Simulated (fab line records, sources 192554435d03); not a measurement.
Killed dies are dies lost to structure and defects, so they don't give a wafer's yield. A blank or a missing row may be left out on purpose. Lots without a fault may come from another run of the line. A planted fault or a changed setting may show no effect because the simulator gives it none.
fab line records | flow n5_finfet
record lots=13 wafers=39 last_day=18
route steps=1938 shown HKMG_FIN@461 PAD_METAL@1894 PASSIVATION@1936
lots that met no fault: from a run of the same line without faults
start_h: hours from the record's first day to the start of the lot's first wafer shown | wait_h: hours since the lot's step before | " the same as in the row above | L1.1+2: a row that stands for several wafers | - no value, or no start given | * or withheld: withheld | < > ~ a bound
route shown NAME@n: a module of which the file shows steps, and the number in the route of the first | usual: mean/standard deviation of fault-free wafers | same: alike in all rows | chamber/n: place in a boat | sites: the reading at each site | _std_site: their standard deviation | _edge_site: outer sites' mean less inner sites' | radius_mm: how far each site lies from the wafer's centre | mask NAME#n: copy n | behind: the tool/chamber that last shaped the wafer | hold: why the lot was held/for how many hours/how that ended | device: the transistor (n, p or np) that didn't switch | end of line: the same wafers' tests at the end of the route | a step without rows: its recipe alone | killed: dies lost to structure and defects at the first sort, not the wafer's yield | map: a wafer's dies, x killed, . not, _ none there
set.NAME: the setting as run; set.NAME@STEP: as run at that earlier step | model.NAME: the simulator's own value behind a step, which no gauge read
steps of the route over a sample of lots; a table a step, a row a wafer
services: from which hour (start_h, from the record's first day; less than 0 if before it) a tool's chamber was out of use, for how many hours, and why
## steps
# step N5_HKMG_FIN_CMP_23
# recipe stop_on=SiNx t_overpolish_s=10 post_cmp_clean=rinse_only down_force_psi=4 platen_rpm=50.289 pad_velocity_m_s=1.0006 target_thk_nm=46.326
# usual head_pressure_psi=4.001/0.0088 motor_current_A=11.7/1.5 overpolish_run_s=9.999/0.0098 slurry_flow_ml_min=150.0/0.46 time_to_endpoint_s=12.1/2.1
# columns lot.wafer tool chamber start_h wait_h head_pressure_psi motor_current_A overpolish_run_s slurry_flow_ml_min time_to_endpoint_s
L176.2 cmp-04 0 89.26 0.0 4.012 10.7 9.986 149.2 13.0
L176.4 " 3 " " 4.005 11.2 10.014 149.7 11.9
L176.5 " 0 " " 3.996 10.7 9.983 150.6 10.9
L177.4 cmp-02 0 90.84 0.2 4.007 9.7 9.982 150.6 10.6
L177.3 " 1 " " 4.008 10.1 9.997 149.2 12.8
L177.6 " 2 " " 3.997 12.1 9.995 149.9 12.9
L178.4 cmp-01 3 100.24 0.0 3.985 10.8 10.021 149.9 13.0
L178.2 " 1 " " 3.992 13.3 9.997 149.9 13.4
L178.5 " 3 " " 3.999 10.7 9.979 150.3 9.6
L179.1 cmp-01 1 103.47 0.0 3.994 14.0 10.012 150.8 13.7
L179.3 " 2 " " 3.994 12.6 10.008 148.7 11.8
L179.5 " 1 " " 3.999 14.0 10.013 149.7 12.2
L180.2 cmp-02 3 110.43 0.0 4.006 13.4 9.991 150.4 9.8
L180.1 " 1 " " 3.990 10.8 9.992 150.7 14.3
L180.6 " 0 " " 3.995 9.5 9.992 151.1 10.9
L181.2 cmp-02 0 114.30 0.0 4.005 10.0 9.987 150.5 10.5
L181.3 " 1 " " 4.008 10.8 10.003 150.9 14.8
L181.4 " 3 " " 4.013 12.9 10.014 150.4 11.4
L183.4 cmp-02 0 126.38 0.0 4.011 9.8 10.005 149.8 10.0
L183.3 " 1 " " 4.007 10.2 9.993 150.0 11.6
L183.2 " 2 " " 3.994 11.7 9.996 150.5 11.6
L182.3 cmp-01 3 126.82 0.1 3.989 10.2 9.996 150.0 12.0
L182.2 " 0 " " 3.996 12.1 9.998 150.1 11.1
L182.5 " 2 " " 4.001 12.7 9.995 150.2 11.3
L184.2 cmp-01 3 132.01 0.1 3.989 11.2 9.992 149.6 11.0
L184.4 " 0 " " 3.997 11.4 10.001 149.8 15.5
L184.1 " 1 " " 3.991 13.6 9.999 150.2 12.7
L186.4 cmp-04 3 149.79 0.0 4.000 11.2 9.997 150.2 13.6
L186.2 " 2 " " 3.985 14.3 10.001 149.7 15.3
L186.6 " 3 " " 4.002 10.9 10.000 150.8 10.4
L189.2 cmp-04 3 168.59 0.1 4.000 10.8 9.998 149.8 11.5
L189.3 " 0 " " 3.987 10.6 10.004 150.6 10.8
L189.5 " 3 " " 4.000 10.2 10.013 149.5 9.5
L196.2 cmp-02 0 208.43 0.3 3.988 9.4 9.990 150.6 11.5
L196.6 " 1 " " 3.990 10.8 10.007 149.7 12.0
L196.5 " 2 " " 3.992 12.3 10.000 149.6 13.7
L197.1 cmp-02 3 212.22 0.0 3.988 12.7 9.998 150.2 13.1
L197.4 " 0 " " 4.000 9.8 9.981 150.1 11.6
L197.5 " 0 " " 3.984 9.9 10.000 150.2 12.2
# step N5_PASSIVATION_PRE_CLEAN_19
# recipe gas=H2/He time_s=* temp_c=*
# usual heater_power_w=464/25
# columns lot.wafer tool chamber start_h wait_h heater_power_w
L177.3 pvd_sputter-02 - 249.65 0.0 488
L177.4 " - " " 439
L177.6 " - " " 446
L176.2 pvd_sputter-01 - 252.92 0.0 423
L176.4 " - " " 450
L176.5 " - " " 471
L178.2 pvd_sputter-03 - 254.05 0.0 458
L178.4 " - " " 494
L178.5 " - " " 495
L179.1 pvd_sputter-03 - 260.31 0.0 491
L179.3 " - " " 454
L179.5 " - " " 493
L180.1 pvd_sputter-03 - 266.97 0.0 493
L180.2 " - " " 507
L180.6 " - " " 506
L183.2 pvd_sputter-02 - 272.99 0.0 437
L183.3 " - " " 432
L183.4 " - " " 479
L181.2 pvd_sputter-02 - 273.77 0.0 450
L181.3 " - " " 490
L181.4 " - " " 446
L182.2 pvd_sputter-02 - 284.31 0.0 490
L182.3 " - " " 442
L182.5 " - " " 466
L184.1 pvd_sputter-03 - 289.68 0.0 499
L184.2 " - " " 495
L184.4 " - " " 450
L189.2 pvd_sputter-01 - 369.97 0.0 431
L189.3 " - " " 452
L189.5 " - " " 474
L196.2 pvd_sputter-01 - 386.60 0.0 460
L196.5 " - " " 455
L196.6 " - " " 451
L186.2 pvd_sputter-03 - 396.93 0.0 457
L186.4 " - " " 490
L186.6 " - " " 485
L197.1 pvd_sputter-01 - 427.01 0.0 441
L197.4 " - " " 464
L197.5 " - " " 418
# step N5_PASSIVATION_PROBE_49
# usual defect_limited_yield=91.0/1.5 killed_at_M0_to_M3=32/9.6 killed_at_M4_up=13/4.7 killed_at_contacts=13/7.2 killed_at_front_end=44/13 killed_at_other=4/3.4 killed_dies=106/18 killed_on_rim=14/4.2 killed_open=70/13 killed_short=35/8 sort_bin_5_function=5.3/0.97 sort_bin_6_memory=3.4/0.73 sort_bin_8_speed=0.00/0.036 sort_n_pass=1074/18 sort_yield_pct=91.0/1.5
# same gross_dies=1180 killed_at_back_side=0 sort_bin_4_leakage[%]=0
# columns lot.wafer tool chamber start_h wait_h defect_limited_yield[%] killed_at_M0_to_M3 killed_at_M4_up killed_at_contacts killed_at_front_end killed_at_other killed_dies killed_on_rim killed_open killed_short sort_bin_5_function[%] sort_bin_6_memory[%] sort_bin_8_speed[%] sort_n_pass sort_yield_pct[%]
L179.1 prober-01 - 266.01 0.0 89.3 49 9 16 43 9 126 20 76 47 6.1 4.1 0 1054 89.3
L179.3 prober-01 - 266.11 0.1 89.3 43 11 20 37 15 126 12 80 46 6.3 3.9 0 1054 89.3
L179.5 prober-01 - 266.21 0.2 93.7 22 10 4 34 4 74 4 48 25 4.4 1.6 0 1106 93.7
L180.1 prober-02 - 272.64 0.0 91.5 27 14 13 44 2 100 11 64 35 5.1 3.1 0 1080 91.5
L180.2 prober-02 - 272.69 0.1 92.5 27 11 6 42 2 88 13 51 36 4.4 2.6 0 1092 92.5
L180.6 prober-02 - 272.89 0.3 90.1 29 17 13 56 2 117 16 82 33 5.9 3.6 0 1063 90.1
L181.2 prober-02 - 279.61 0.1 91.7 19 15 19 33 12 98 12 64 34 4.5 3.5 0 1082 91.7
L181.3 prober-02 - 279.66 0.1 91.3 21 14 12 47 9 103 13 67 35 4.3 4.1 0 1077 91.3
L181.4 prober-02 - 279.71 0.2 93.1 18 16 21 25 2 82 9 56 26 4.2 2.5 0 1098 93.1
L182.3 prober-02 - 290.58 0.1 92.1 28 19 7 38 1 93 9 58 34 4.6 2.8 0 1087 92.1
L182.5 prober-02 - 290.68 0.2 91.3 35 18 3 45 2 103 8 60 40 4.9 3.6 0 1077 91.3
L196.2 prober-02 - 392.72 0.1 88.6 46 11 12 63 3 135 18 90 42 5.8 5.3 0 1045 88.6
L196.5 prober-02 - 392.87 0.2 91.0 37 11 9 42 7 106 14 70 32 5.7 2.7 0 1074 91.0
L196.6 prober-02 - 392.92 0.3 90.5 35 10 9 52 6 112 14 68 44 5.3 3.9 0 1068 90.5
L186.4 prober-01 - 402.55 0.2 88.1 29 18 7 87 0 141 14 98 40 7.4 4.2 0 1039 88.1
L197.1 prober-01 - 432.54 0.0 92.1 27 17 8 36 5 93 9 61 32 4.0 3.7 0 1087 92.1
L197.4 prober-01 - 432.69 0.2 50.3 16 10 4 555 2 587 79 40 25 30.9 15.2 0 593 50.3
L197.5 prober-01 - 432.74 0.2 46.5 21 14 11 583 2 631 79 57 25 33.3 17.5 0 549 46.5
# killed by level:class
L179.1 BEOL_M0_SAQP:geometric_particle:open=13 BEOL_M0_SAQP:geometric_particle:short=11 BEOL_M3:geometric_particle:open=10 FIN_SAQP:geometric_particle:short=9 MOL_CONTACT_COAG:geometric_particle:open=9 STI_FIN_REVEAL:geometric_particle:open=8 MOL_CONTACT_COAG:geometric_particle:short=7 BEOL_M2:geometric_particle:open=7
L179.3 MOL_CONTACT_COAG:geometric_particle:open=15 BEOL_M0_SAQP:geometric_particle:open=12 FIN_SAQP:geometric_particle:open=11 STI_FIN_REVEAL:geometric_particle:open=9 BEOL_M0_SAQP:geometric_particle:short=9 BEOL_M3:geometric_particle:open=9 FIN_SAQP:geometric_particle:short=8 BEOL_M4:geometric_particle:open=7
L179.5 STI_FIN_REVEAL:geometric_particle:open=7 BEOL_M0_SAQP:geometric_particle:open=7 BEOL_M2:geometric_particle:open=6 STI_FIN_REVEAL:geometric_particle:short=4 GATE_CUT:geometric_particle:short=4 GATE_CUT:geometric_particle:open=4 MOL_CONTACT_COAG:geometric_particle:open=4 BEOL_M0_SAQP:geometric_particle:short=4
L180.1 STI_FIN_REVEAL:geometric_particle:open=9 MOL_CONTACT_COAG:geometric_particle:open=9 BEOL_M3:geometric_particle:open=8 BEOL_M0_SAQP:geometric_particle:open=7 FIN_SAQP:geometric_particle:short=6 BEOL_M2:geometric_particle:open=6 GATE_CUT:geometric_particle:short=6 STARTING-WAFER:geometric_particle:short=6
L180.2 STI_FIN_REVEAL:geometric_particle:open=10 FIN_SAQP:geometric_particle:short=8 BEOL_M0_SAQP:geometric_particle:short=8 FIN_SAQP:geometric_particle:open=7 BEOL_M0_SAQP:geometric_particle:open=6 BEOL_M2:geometric_particle:open=5 STARTING-WAFER:geometric_particle:short=5 BEOL_M4:geometric_particle:open=4
L180.6 STI_FIN_REVEAL:geometric_particle:open=28 BEOL_M0_SAQP:geometric_particle:open=10 MOL_CONTACT_COAG:geometric_particle:open=9 BEOL_M4:geometric_particle:open=9 BEOL_M0_SAQP:geometric_particle:short=8 FIN_SAQP:geometric_particle:open=6 FIN_SAQP:geometric_particle:short=5 GATE_CUT:geometric_particle:short=4
L181.2 MOL_CONTACT_COAG:geometric_particle:open=15 FIN_SAQP:geometric_particle:open=8 BEOL_M0_SAQP:geometric_particle:open=8 FIN_SAQP:geometric_particle:short=6 DUMMY_GATE:geometric_particle:open=6 BEOL_M4:geometric_particle:short=5 BEOL_M4:geometric_particle:open=5 MOL_CONTACT_COAG:geometric_particle:short=4
L181.3 STI_FIN_REVEAL:geometric_particle:open=10 MOL_CONTACT_COAG:geometric_particle:open=8 FIN_SAQP:geometric_particle:open=7 GATE_CUT:geometric_particle:short=5 GATE_CUT:geometric_particle:open=5 BEOL_M0_SAQP:geometric_particle:open=5 BEOL_M0_SAQP:geometric_particle:short=5 FIN_SAQP:geometric_particle:short=4
L181.4 MOL_CONTACT_COAG:geometric_particle:open=16 BEOL_M4:geometric_particle:open=9 FIN_SAQP:geometric_particle:open=6 BEOL_M4:geometric_particle:short=6 GATE_CUT:geometric_particle:open=6 MOL_CONTACT_COAG:geometric_particle:short=5 BEOL_M0:geometric_particle:open=4 STI_FIN_REVEAL:geometric_particle:open=3
L182.3 BEOL_M4:geometric_particle:open=11 BEOL_M0_SAQP:geometric_particle:open=9 FIN_SAQP:geometric_particle:short=8 BEOL_M0_SAQP:geometric_particle:short=8 MOL_CONTACT_COAG:geometric_particle:open=7 FIN_SAQP:geometric_particle:open=5 STI_FIN_REVEAL:geometric_particle:open=5 DUMMY_GATE:geometric_particle:open=5
L182.5 FIN_SAQP:geometric_particle:short=11 BEOL_M2:geometric_particle:open=9 DUMMY_GATE:geometric_particle:open=8 BEOL_M4:geometric_particle:open=8 FIN_SAQP:geometric_particle:open=7 GATE_CUT:geometric_particle:short=7 STI_FIN_REVEAL:geometric_particle:open=6 BEOL_M0_SAQP:geometric_particle:short=6
L196.2 STI_FIN_REVEAL:geometric_particle:open=20 BEOL_M2:geometric_particle:open=14 FIN_SAQP:geometric_particle:short=11 FIN_SAQP:geometric_particle:open=10 BEOL_M3:geometric_particle:open=10 MOL_CONTACT_COAG:geometric_particle:open=8 BEOL_M0_SAQP:geometric_particle:short=6 BEOL_M0_SAQP:geometric_particle:open=5
L196.5 STI_FIN_REVEAL:geometric_particle:open=10 BEOL_M0_SAQP:geometric_particle:open=10 FIN_SAQP:geometric_particle:open=9 BEOL_M0_SAQP:geometric_particle:short=9 BEOL_M3:geometric_particle:open=7 BEOL_M4:geometric_particle:open=7 FIN_SAQP:geometric_particle:short=6 MOL_CONTACT_COAG:geometric_particle:open=6
L196.6 STI_FIN_REVEAL:geometric_particle:open=16 FIN_SAQP:geometric_particle:short=10 FIN_SAQP:geometric_particle:open=9 BEOL_M0_SAQP:geometric_particle:short=9 BEOL_M1:geometric_particle:open=8 MOL_CONTACT_COAG:geometric_particle:open=6 BEOL_M3:geometric_particle:open=6 BEOL_M4:geometric_particle:open=6
L186.4 FIN_SAQP:geometric_particle:open=19 DUMMY_GATE:geometric_particle:open=17 STI_FIN_REVEAL:geometric_particle:open=15 FIN_SAQP:geometric_particle:short=14 BEOL_M4:geometric_particle:open=10 BEOL_M0_SAQP:geometric_particle:open=9 GATE_CUT:geometric_particle:short=5 BEOL_M0_SAQP:geometric_particle:short=5
L197.1 STI_FIN_REVEAL:geometric_particle:open=9 FIN_SAQP:geometric_particle:open=7 BEOL_M4:geometric_particle:open=7 FIN_SAQP:geometric_particle:short=5 MOL_CONTACT_COAG:geometric_particle:open=5 BEOL_M1:geometric_particle:open=5 BEOL_M3:geometric_particle:open=5 DUMMY_GATE:geometric_particle:open=4
L197.4 HKMG_FIN:unspecified=522 BEOL_M4:geometric_particle:open=6 BEOL_M1:geometric_particle:open=5 FIN_SAQP:geometric_particle:open=4 DUMMY_GATE:geometric_particle:short=4 STI_FIN_REVEAL:geometric_particle:open=4 GATE_CUT:geometric_particle:short=4 BEOL_M0_SAQP:geometric_particle:open=4
L197.5 HKMG_FIN:unspecified=549 MOL_CONTACT_COAG:geometric_particle:open=11 FIN_SAQP:geometric_particle:open=10 FIN_SAQP:geometric_particle:short=8 STI_FIN_REVEAL:geometric_particle:open=8 BEOL_M4:geometric_particle:open=6 BEOL_M0_SAQP:geometric_particle:open=5 BEOL_M1:geometric_particle:open=5
## services
# columns tool chamber start_h hours kind
cmp-04 - 84.65 1.4 repair
pvd_sputter-01 - 95.01 3.0 repair
pvd_sputter-02 - 100.00 1.3 repair
cmp-01 - 156.94 4.0 pm
cmp-01 - 180.89 3.8 repair
cmp-02 - 192.55 0.3 repair
cmp-01 - 224.40 0.8 repair
cmp-01 - 231.27 3.5 pm
cmp-02 - 234.08 4.0 pm
cmp-01 - 246.25 7.9 pm
pvd_sputter-01 - 273.00 6.9 repair
cmp-02 - 278.02 5.3 pm
pvd_sputter-01 - 303.61 2.6 repair
cmp-02 - 304.89 2.2 repair
cmp-01 - 324.54 0.5 repair
cmp-02 - 329.54 0.5 repair
pvd_sputter-01 - 340.71 0.5 repair
cmp-01 - 359.39 0.3 repair
pvd_sputter-01 - 361.77 2.6 repair
pvd_sputter-03 - 381.99 4.0 repair
pvd_sputter-01 - 393.31 2.4 repair
cmp-01 - 396.71 2.3 repair
cmp-02 - 398.49 1.8 repair
cmp-02 - 418.23 2.5 repair
## key
first_sign step=N5_PASSIVATION_PROBE_49 reading=killed_at_front_end direction=up sigmas=39 usual=44 struck=569
effect step=N5_PASSIVATION_PROBE_49 reading=defect_limited_yield direction=down sigmas=28 usual=91.0 struck=48.4
more_kills_born_at N5_HKMG_FIN_CMP_23@cmp-02=1071
met_at N5_HKMG_FIN_CMP_23
struck_lots L197
struck_wafers L197.4,L197.5
not_acting_at N5_PASSIVATION_PRE_CLEAN_19
onset_between 208.43 212.22
fault kind=chamber_particle_source tool=cmp-02 chamber=0 onset_h=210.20 steps=N5_HKMG_FIN_CMP_23 rate_per_visit_cm2=1.2032 end_h=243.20
